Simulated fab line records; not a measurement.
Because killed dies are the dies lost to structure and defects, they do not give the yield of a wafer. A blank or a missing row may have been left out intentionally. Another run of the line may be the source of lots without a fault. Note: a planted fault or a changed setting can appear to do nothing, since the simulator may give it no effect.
Comparing a struck lot with a sound one | flow nandHarc | 14 out of 1159 route steps
Sound: these wafers, L207.4, L207.5, L207.6. Struck: wafer L204.2. (L204.4, L204.5 of the same lot were not struck and are left out.) The cause comes at the end.
For every step that has rows: the tool of each side, followed by ch and its chambers, followed by its first start. Under that, the readings that differ: sound wafers | struck wafers | difference of the means | sigmas: that difference in standard deviations of wafers without a fault.
alike: same words and numbers on both sides, and readings whose means sit less than 2 such deviations apart. not compared: any withheld reading, any reading some wafer has no value for, any bound like >300 that may hide the same value, and any number with overlapping values for which the record gives no deviation.
The two part at a step that has a row with sigmas, a row that says differs or no value, or rows on one side only. When numbers do not overlap yet have no deviation, they are printed without sigmas and do not part them. Lack of a reading on every wafer of one side parts them only where that side has two or more wafers.

first, 9 steps without rows for these wafers: NHARC_THIN_TSV_PVD_24 (deposits Al, target thk 800 nm); NHARC_THIN_TSV_DEHYDRATE_25 (time 120 s); NHARC_THIN_TSV_HMDS_26 (time 30 s); NHARC_THIN_TSV_COAT_27; NHARC_THIN_TSV_SOFTBAKE_28 (time 95 s); NHARC_THIN_TSV_EBR_29; NHARC_THIN_TSV_EXPOSE_30 (exposes mask PAD); NHARC_THIN_TSV_PEB_31 (peb time 85 s); NHARC_THIN_TSV_DEVELOP_32 (time 70 s).
NHARC_THIN_TSV_CD_MEAS_33: target cd 5000 nm.
  sound on cdSem-02 ch 0, day 21 04:48; struck on cdSem-02 ch 0, day 20 16:02
  alike: cdNm
then, 1 step without rows for these wafers: NHARC_THIN_TSV_HARDBAKE_34 (time 80 s).
NHARC_THIN_TSV_DESCUM_35: chemistry O2, time 3 s.
  sound on rieDiel-03 ch 0,2,3, day 21 05:00; struck on rieDiel-02 ch 2, day 20 16:11
reading             | sound | struck | difference                   | sigmas
rfHoursCounterH (h) | - - - | 15     | no value on the sound wafers | 
  alike: drypumpMotorCurrentA, oesProductAu, rfVppV, showerheadPlenumPTorr, throttleValvePct
NHARC_THIN_TSV_ETCH_59: etches the open film in Cl2/BCl3, target depth 880 nm, time 138.1 s.
  sound on rieMetal-03 ch 0,1, day 21 05:13; struck on rieMetal-02 ch 0, day 20 16:19
reading             | sound             | struck | difference                   | sigmas
rfHoursCounterH (h) | - - -             | 2.2    | no value on the sound wafers | 
runLengthS (s)      | 158.7 158.9 159.8 | 147.1  | -12.0                        | -19
  alike: drypumpMotorCurrentA, oesProductAu, throttleValvePct
  not compared: biasW
NHARC_THIN_TSV_ETCH_36: etches the open film in Cl2/BCl3, target depth 65 nm, time 18.571 s.
  sound on rieMetal-03 ch 0,1, day 21 05:22; struck on rieMetal-02 ch 0, day 20 16:34
reading             | sound | struck | difference                   | sigmas
rfHoursCounterH (h) | - - - | 2.4    | no value on the sound wafers | 
  alike: drypumpMotorCurrentA, oesProductAu, runLengthS

WHERE THEY PART
Last at NHARC_THIN_TSV_ETCH_36 as far as this record goes, first at NHARC_THIN_TSV_DESCUM_35.

WHY: whatever the simulator had introduced
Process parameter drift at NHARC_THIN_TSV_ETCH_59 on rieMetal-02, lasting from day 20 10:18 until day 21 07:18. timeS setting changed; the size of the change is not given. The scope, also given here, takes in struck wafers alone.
